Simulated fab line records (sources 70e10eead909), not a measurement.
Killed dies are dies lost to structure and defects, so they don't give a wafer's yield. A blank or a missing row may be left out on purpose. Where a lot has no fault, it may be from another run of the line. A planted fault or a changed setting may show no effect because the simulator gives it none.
A lot that was struck, set against a sound lot || flow nand-harc || 17 out of 1302 route steps
Sound: wafers L724.1, L724.4, L724.5. Struck: wafers L738.1, L738.2, L738.6. The cause comes at the end.
At each step with rows: each side's tool, then ch and its chambers, then its first start. Under that, the readings that differ: sound wafers || struck wafers || difference of the means || sigmas: that difference in standard deviations of wafers without a fault.
alike: words and numbers the same on both sides, and readings whose means are apart by under 2 such deviations; not compared: readings that were withheld, readings missing a value for some wafer, numbers with overlapping values and no deviation given by the record, and bounds like >300 which may hide the same value.
The two part at a step that has a row with sigmas, a row that says differs or no value, or rows on one side only. Numbers that have no deviation but don't overlap get no sigmas and don't part them. A reading missing from all wafers of one side parts the sides only when that side holds two or more wafers.

NHARC_P_GATE_CD_MEAS_46: the cd target is 720 nm.
  sound on cd-sem-03 ch 0, day 7 13:05; struck on cd-sem-03 ch 0, day 13 16:58
{"reading": "cd-nm (nm)", "sound": "718.2 716.7 720.0", "struck": "723.9 722.9 720.4", "difference": "+4.1", "sigmas": "+2"}
then, 1 step without rows for these wafers: NHARC_P_GATE_HARDBAKE_47 (time 80 s).
NHARC_P_GATE_DESCUM_48: chemistry O2, time 3 s.
  sound on rie-diel-07 ch 1,2,3, day 7 13:16; struck on rie-diel-07 ch 0,1, day 13 17:08
  alike: drypump-motor-current-A, mfc-ar-sccm, oes-product-au, rf-vpp-V, showerhead-plenum-p-Torr, throttle-valve-pct
  not compared: rf-hours-counter-h
next, for these wafers, 1 step has no rows: NHARC_P_GATE_IMPLANT_49.
NHARC_P_GATE_STRIP_111: strips in N2/H2, time 250 s.
  sound on plasma-asher-02 ch 0, day 7 13:37; struck on plasma-asher-01 ch 0,1, day 13 17:30
{"reading": "heater-power-w (W)", "sound": "71 75 71", "struck": "114 93 112", "difference": "+34", "sigmas": "+2"}
  alike: drypump-motor-current-A
  not compared: rf-hours-counter-h
NHARC_P_GATE_STRIP_75: strips in O2.
  sound on plasma-asher-02 ch 0, day 7 13:55; struck on plasma-asher-01 ch 0,1, day 13 17:47
{"reading": "heater-power-w (W)", "sound": "271 274 271", "struck": "426 356 417", "difference": "+128", "sigmas": "+2"}
  alike: drypump-motor-current-A
  not compared: rf-hours-counter-h
then, 6 steps without rows for these wafers: NHARC_P_GATE_STRIP_50 (strips in SPM, time 900 s); NHARC_P_GATE_DEHYDRATE_51 (time 120 s); NHARC_P_GATE_HMDS_52 (time 30 s); NHARC_P_GATE_COAT_53; NHARC_P_GATE_SOFTBAKE_54 (time 95 s); NHARC_P_GATE_EBR_55.
NHARC_P_GATE_EXPOSE_56: exposes mask P PSD, target cd 720 nm.
  sound on krf-scanner-03 ch 0, day 7 14:41; struck on krf-scanner-03 ch 0, day 13 18:34
{"reading": "exposure-dose-mJ-cm2", "sound": "14.805 14.826 14.790", "struck": "13.456 13.458 13.448", "difference": -1.353, "sigmas": -97}
  alike: mask
then, 2 steps without rows for these wafers: NHARC_P_GATE_PEB_57 (peb time 85 s); NHARC_P_GATE_DEVELOP_58 (time 70 s).
NHARC_P_GATE_CD_MEAS_59: the cd target is 720 nm.
  sound on cd-sem-02 ch 0, day 7 14:50; struck on cd-sem-03 ch 0
{"reading": "cd-nm (nm)", "sound": "718.0 718.3 719.0", "struck": "703.3 703.2 704.4", "difference": -14.8, "sigmas": -9}
  not compared: hold
NHARC_END_SORT_01:
  the record has rows for the sound wafers here (prober-01 ch 0, day 25 19:56) and none for the struck ones

## WHERE THEY PART
Last at NHARC_END_SORT_01 as far as this record goes, first at NHARC_P_GATE_CD_MEAS_46.

WHY: whatever the simulator had introduced
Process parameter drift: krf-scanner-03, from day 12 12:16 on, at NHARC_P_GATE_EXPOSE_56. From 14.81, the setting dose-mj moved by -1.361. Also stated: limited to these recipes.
